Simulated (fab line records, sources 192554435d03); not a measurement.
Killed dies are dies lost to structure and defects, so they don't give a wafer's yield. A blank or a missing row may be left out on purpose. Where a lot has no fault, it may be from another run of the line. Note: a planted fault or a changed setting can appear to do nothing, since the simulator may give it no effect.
fab line records ; flow n5Finfet
record lots=11; wafers=31; lastDay=18
route steps=1938 shown BEOL_M9@1437
lots that met no fault: taken from a fault-free run of the same line
startH: hours from the record's opening day to when the first of the lot's shown wafers began ; waitH: time in hours since the lot's previous step ; " unchanged from the row above ; L1.1+2: several wafers, shown together as one row ; - no value present, or no start provided ; * or withheld: withheld ; < > ~ a bound
route shown NAME@n: NAME is a module with steps in the file, n the number in the route of the first one ; usual: average and standard deviation across the fault-free wafers ; same: alike in all rows ; chamber/n: place in a boat ; sites: each site's reading ; _std_site: their standard deviation ; _edge_site: the outer-site mean with the inner-site mean subtracted ; radiusMm: how far each site lies from the wafer's centre ; mask NAME#n: copy n ; behind: the tool/chamber that last shaped the wafer ; hold: why the lot went on hold/how many hours it stayed there/how the hold came to an end ; device: names the non-switching transistor (n, p or np) ; end of line: tests of these same wafers at the route's end ; a step given without rows: its recipe and nothing more ; killed: the dies lost at the first sort to structure and to defects; this is not the yield of the wafer ; map: the dies of a wafer, with x for killed, . for not killed, _ for no die there
set.NAME: setting as actually run; set.NAME@STEP: the setting as run at that earlier step ; model.NAME: the simulator's own value behind a step, which no gauge read
one table for each step of the route and one row for each wafer, over a sample of lots
services: a tool's chamber out of use, with start hour (startH, from the record's first day; less than 0 if before it), hours out, and reason
## steps
# step N5_BEOL_M9_DESCUM_33
# recipe chemistry=O2; timeS=7; sourcePowerW=50; biasPowerW=20; pressureMtorr=20; rfFrequencyHz=2.712e+07; tempC=40; resist=CAR-EUV; o2FlowSccm=225
# usual drypumpMotorCurrentA=5.6/0.31; oesProductAu=0.79/0.089; rfVppV=243.4/1; showerheadPlenumPTorr=2.11/0.045; throttleValvePct=20.40/0.21
lot.wafer;tool;chamber;startH;waitH;drypumpMotorCurrentA;oesProductAu;rfHoursCounterH;rfVppV;showerheadPlenumPTorr;throttleValvePct
L481.2;rieDiel-06;1;217.73;0.5;5.3;0.95;9;242.8;2.14;20.00
L481.3;rieDiel-06;0;217.73;0.5;5.8;0.72;188;245.7;2.14;20.32
L481.4;rieDiel-06;2;217.73;0.5;5.6;0.71;202;243.5;2.08;20.61
L484.2;rieDiel-06;2;221.67;0.0;5.5;0.70;203;243.3;2.08;20.61
L484.4;rieDiel-06;1;221.67;0.0;5.3;0.94;10;242.2;2.14;20.01
L484.5;rieDiel-06;2;221.67;0.0;5.5;0.70;-;242.9;2.08;20.59
L483.2;rieDiel-01;1;224.81;0.1;6.0;0.67;246;243.5;2.17;20.98
L483.3;rieDiel-01;0;224.81;0.1;6.1;0.87;29;242.7;2.16;20.55
L483.5;rieDiel-01;0;224.81;0.1;6.1;0.86;-;242.4;2.16;20.54
L485.2;rieDiel-06;2;243.19;0.4;5.5;0.70;210;243.3;2.08;20.61
L485.5;rieDiel-06;3;243.19;0.4;5.3;0.81;-;242.5;2.02;20.42
L485.6;rieDiel-06;2;243.19;0.4;5.5;0.70;-;241.9;2.08;20.62
L486.2;rieDiel-01;2;244.79;0.0;5.3;0.66;252;242.6;2.07;20.44
L486.4;rieDiel-01;2;244.79;0.0;5.3;0.67;-;243.4;2.07;20.44
L486.6;rieDiel-01;0;244.79;0.0;6.1;0.85;-;242.6;2.15;20.57
L488.3;rieDiel-01;3;254.75;0.0;5.7;0.72;223;243.7;2.13;20.11
L488.5;rieDiel-01;3;254.75;0.0;5.7;0.72;-;243.9;2.13;20.10
L488.6;rieDiel-01;0;254.75;0.0;6.1;0.84;-;244.8;2.15;20.57
L489.2;rieDiel-06;2;265.28;0.0;5.6;0.69;217;241.4;2.08;20.63
L489.3;rieDiel-06;1;265.28;0.0;5.3;0.91;22;244.7;2.14;20.04
L490.1;rieDiel-01;1;272.46;0.0;6.0;0.96;7;244.3;2.17;20.62
L490.3;rieDiel-01;0;272.46;0.0;6.1;0.84;48;243.9;2.15;20.56
L490.4;rieDiel-01;1;272.46;0.0;5.9;0.95;-;244.4;2.17;20.64
L496.1;rieDiel-01;0;306.13;0.0;6.1;0.81;59;243.2;2.14;20.60
L496.2;rieDiel-01;3;306.13;0.0;5.8;0.71;242;242.9;2.13;20.13
L496.3;rieDiel-01;1;306.13;0.0;6.0;0.92;18;245.2;2.16;20.65
L501.3;rieDiel-01;0;332.31;0.0;6.1;0.79;67;243.8;2.14;20.58
L501.4;rieDiel-01;2;332.31;0.0;5.3;0.92;-;241.9;2.06;20.25
L501.6;rieDiel-01;1;332.31;0.0;6.0;0.89;-;244.5;2.16;20.67
L504.1;rieDiel-06;2;368.53;0.2;5.6;0.67;244;242.8;2.07;20.65
L504.4;rieDiel-06;2;368.53;0.2;5.5;0.67;-;242.7;2.07;20.67
# step N5_BEOL_M9_ETCH_76
# recipe chemistry=N2/H2; target=underlayer; targetDepthA=65; maskMaterial=CAR-EUV; timeS=5.2; ionEnergyEv=200; pressureMtorr=30; sourceW=840; biasW=150; n2FlowSccm=200; h2FlowSccm=200; ends=cleared
# usual drypumpMotorCurrentA=5.6/0.31; etchRfOnTimeS=5.22/0.13; oesProductAu=0.68/0.077; rfVppV=524.4/1.9; showerheadPlenumPTorr=2.57/0.055; throttleValvePct=17.89/0.22
lot.wafer;tool;chamber;startH;waitH;drypumpMotorCurrentA;etchRfOnTimeS;oesProductAu;rfHoursCounterH;rfVppV;showerheadPlenumPTorr;throttleValvePct
L481.2;rieDiel-06;1;217.77;0.0;5.3;5.37;0.79;9;524.7;2.59;17.34
L481.3;rieDiel-06;0;217.77;0.0;5.8;5.50;0.60;188;526.1;2.64;18.03
L481.4;rieDiel-06;2;217.77;0.0;5.6;5.35;0.60;202;521.7;2.53;18.00
L484.2;rieDiel-06;2;221.71;0.0;5.6;5.45;0.60;203;523.6;2.53;17.99
L484.4;rieDiel-06;1;221.71;0.0;5.3;5.44;0.78;10;523.3;2.59;17.34
L484.5;rieDiel-06;2;221.71;0.0;5.6;5.40;0.59;-;521.0;2.53;17.99
L483.2;rieDiel-01;1;224.85;0.0;6.0;5.27;0.58;246;526.6;2.62;18.42
L483.3;rieDiel-01;0;224.85;0.0;6.1;5.28;0.73;29;524.9;2.61;18.01
L483.5;rieDiel-01;0;224.85;0.0;6.1;5.30;0.73;-;522.9;2.61;18.02
L485.2;rieDiel-06;2;243.23;0.0;5.6;5.33;0.60;210;522.7;2.52;17.99
L485.5;rieDiel-06;3;243.23;0.0;5.3;5.11;0.69;-;522.7;2.47;18.03
L485.6;rieDiel-06;2;243.23;0.0;5.6;5.34;0.59;-;524.9;2.52;17.99
L486.2;rieDiel-01;2;244.82;0.0;5.3;5.16;0.56;252;522.8;2.50;17.91
L486.4;rieDiel-01;2;244.82;0.0;5.3;5.24;0.56;-;523.0;2.50;17.88
L486.6;rieDiel-01;0;244.82;0.0;6.1;5.25;0.73;-;526.0;2.60;18.00
L488.3;rieDiel-01;3;254.79;0.0;5.8;5.14;0.62;223;526.8;2.62;17.69
L488.5;rieDiel-01;3;254.79;0.0;5.8;5.12;0.62;-;524.0;2.62;17.69
L488.6;rieDiel-01;0;254.79;0.0;6.1;5.23;0.73;-;525.4;2.60;18.03
L489.2;rieDiel-06;2;265.31;0.0;5.6;5.28;0.59;217;524.0;2.52;18.02
L489.3;rieDiel-06;1;265.31;0.0;5.3;5.41;0.76;22;524.3;2.59;17.38
L490.1;rieDiel-01;1;272.50;0.0;6.0;5.10;0.81;7;526.3;2.62;18.01
L490.3;rieDiel-01;0;272.50;0.0;6.1;5.28;0.71;48;524.2;2.60;18.01
L490.4;rieDiel-01;1;272.50;0.0;6.0;5.09;0.81;-;525.9;2.62;18.01
L496.1;rieDiel-01;0;306.16;0.0;6.1;5.37;0.69;59;525.8;2.59;18.06
L496.2;rieDiel-01;3;306.16;0.0;5.8;5.16;0.61;242;521.6;2.61;17.73
L496.3;rieDiel-01;1;306.16;0.0;6.0;5.09;0.79;18;527.5;2.61;18.05
L501.3;rieDiel-01;0;332.34;0.0;6.1;5.35;0.69;67;523.8;2.59;18.07
L501.4;rieDiel-01;2;332.34;0.0;5.3;5.15;0.80;-;522.5;2.49;17.57
L501.6;rieDiel-01;1;332.34;0.0;6.0;5.11;0.77;-;523.6;2.61;18.05
L504.1;rieDiel-06;2;368.56;0.0;5.5;5.32;0.57;244;524.0;2.51;18.09
L504.4;rieDiel-06;2;368.56;0.0;5.6;5.30;0.57;-;522.6;2.51;18.07
# step N5_BEOL_M9_HM_STRIP_39
# recipe chemistry=peroxideTinStrip; material=TiN; targetDepthA=250; tempC=50; timeS=158
# usual runLengthS=164.9/2.9
lot.wafer;tool;chamber;startH;waitH;runLengthS
L481.2;wetBench-06;5;218.22;0.0;162.3
L481.3;wetBench-06;2;218.22;0.0;164.6
L481.4;wetBench-06;4;218.22;0.0;163.7
L484.2;wetBench-06;2;222.16;0.0;163.8
L484.4;wetBench-06;6;222.16;0.0;165.1
L484.5;wetBench-06;5;222.16;0.0;162.7
L483.2;wetBench-06;7;225.30;0.0;162.1
L483.3;wetBench-06;4;225.30;0.0;164.4
L483.5;wetBench-06;6;225.30;0.0;164.8
L485.2;wetBench-04;7;243.68;0.0;164.5
L485.5;wetBench-04;1;243.68;0.0;164.5
L485.6;wetBench-04;6;243.68;0.0;163.4
L486.2;wetBench-05;5;245.28;0.0;171.8
L486.4;wetBench-05;4;245.28;0.0;171.1
L486.6;wetBench-05;6;245.28;0.0;172.8
L488.3;wetBench-04;5;255.24;0.0;163.7
L488.5;wetBench-04;2;255.24;0.0;162.6
L488.6;wetBench-04;4;255.24;0.0;161.9
L489.2;wetBench-06;3;265.77;0.0;164.7
L489.3;wetBench-06;6;265.77;0.0;164.9
L490.1;wetBench-05;5;272.95;0.0;165.6
L490.3;wetBench-05;0;272.95;0.0;164.3
L490.4;wetBench-05;2;272.95;0.0;165.3
L496.1;wetBench-05;4;306.61;0.0;132.5
L496.2;wetBench-05;6;306.61;0.0;165.3
L496.3;wetBench-05;7;306.61;0.0;165.8
L501.3;wetBench-06;3;332.80;0.0;164.9
L501.4;wetBench-06;2;332.80;0.0;165.0
L501.6;wetBench-06;1;332.80;0.0;162.6
L504.1;wetBench-04;1;369.02;0.0;165.1
L504.4;wetBench-04;4;369.02;0.0;162.2
# step N5_BEOL_M9_SURFACE_TREAT_79
# recipe gas=Ar; timeS=*; ionEnergyEv=*; ionCurrentMaCm2=0.5; pressureMtorr=*; arFlowSccm=30
# usual throttleValvePct=*
lot.wafer;tool;chamber;startH;waitH;throttleValvePct
L481.2;pvdSputter-02;-;219.40;0.2;*
L481.3;pvdSputter-02;-;219.40;0.2;*
L481.4;pvdSputter-02;-;219.40;0.2;*
L484.2;pvdSputter-02;-;223.20;0.2;*
L484.4;pvdSputter-02;-;223.20;0.2;*
L484.5;pvdSputter-02;-;223.20;0.2;*
L483.2;pvdSputter-01;-;226.35;0.2;*
L483.3;pvdSputter-01;-;226.35;0.2;*
L483.5;pvdSputter-01;-;226.35;0.2;*
L485.2;pvdSputter-03;-;245.10;0.5;*
L485.5;pvdSputter-03;-;245.10;0.5;*
L485.6;pvdSputter-03;-;245.10;0.5;*
L486.2;pvdSputter-03;-;246.76;0.2;*
L486.4;pvdSputter-03;-;246.76;0.2;*
L486.6;pvdSputter-03;-;246.76;0.2;*
L488.3;pvdSputter-03;-;256.70;0.3;*
L488.5;pvdSputter-03;-;256.70;0.3;*
L488.6;pvdSputter-03;-;256.70;0.3;*
L489.2;pvdSputter-02;-;267.49;0.2;*
L489.3;pvdSputter-02;-;267.49;0.2;*
L490.1;pvdSputter-01;-;273.97;0.2;*
L490.3;pvdSputter-01;-;273.97;0.2;*
L490.4;pvdSputter-01;-;273.97;0.2;*
L496.1;pvdSputter-01;-;308.62;0.2;*
L496.2;pvdSputter-01;-;308.62;0.2;*
L496.3;pvdSputter-01;-;308.62;0.2;*
L501.3;pvdSputter-03;-;333.93;0.2;*
L501.4;pvdSputter-03;-;333.93;0.2;*
L501.6;pvdSputter-03;-;333.93;0.2;*
L504.1;pvdSputter-02;-;369.94;0.2;*
L504.4;pvdSputter-02;-;369.94;0.2;*
## services
tool;chamber;startH;hours;kind
rieDiel-06;2;194.15;4.6;repair
wetBench-05;-;216.78;2.0;repair
rieDiel-01;1;239.29;-;clean
rieDiel-01;1;239.29;-;consumableReplace:focusRing
rieDiel-01;1;239.29;17.8;scheduledDown
rieDiel-01;1;239.29;17.8;ventCycle
rieDiel-01;2;257.19;-;clean
rieDiel-01;2;257.19;-;consumableReplace:focusRing
rieDiel-01;2;257.19;19.0;scheduledDown
rieDiel-01;2;257.19;19.0;ventCycle
pvdSputter-01;-;260.51;3.0;repair
rieDiel-06;0;274.36;3.1;repair
rieDiel-06;3;294.02;4.3;repair
rieDiel-01;3;329.15;-;clean
rieDiel-01;3;329.15;-;consumableReplace:focusRing
rieDiel-01;3;329.15;21.2;scheduledDown
rieDiel-01;3;329.15;21.2;ventCycle
rieDiel-06;-;331.77;14.6;pm
wetBench-04;-;338.23;2.4;repair
## key
firstSign step=N5_BEOL_M9_HM_STRIP_39; reading=runLengthS; direction=down; sigmas=11; usual=*; struck=*
effect none on later readings
metAt N5_BEOL_M9_HM_STRIP_39
struckLots L496
struckWafers L496.1
notActingAt N5_BEOL_M9_DESCUM_33,N5_BEOL_M9_ETCH_76,N5_BEOL_M9_SURFACE_TREAT_79
onsetBetween 245.28 306.61
fault kind=processParameterDrift; tool=wetBench-05; chamber=4; onsetH=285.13; steps=N5_BEOL_M9_HM_STRIP_39; channel=timeS; offset=*; shape=step; endH=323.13; actsIn=*; stated=*
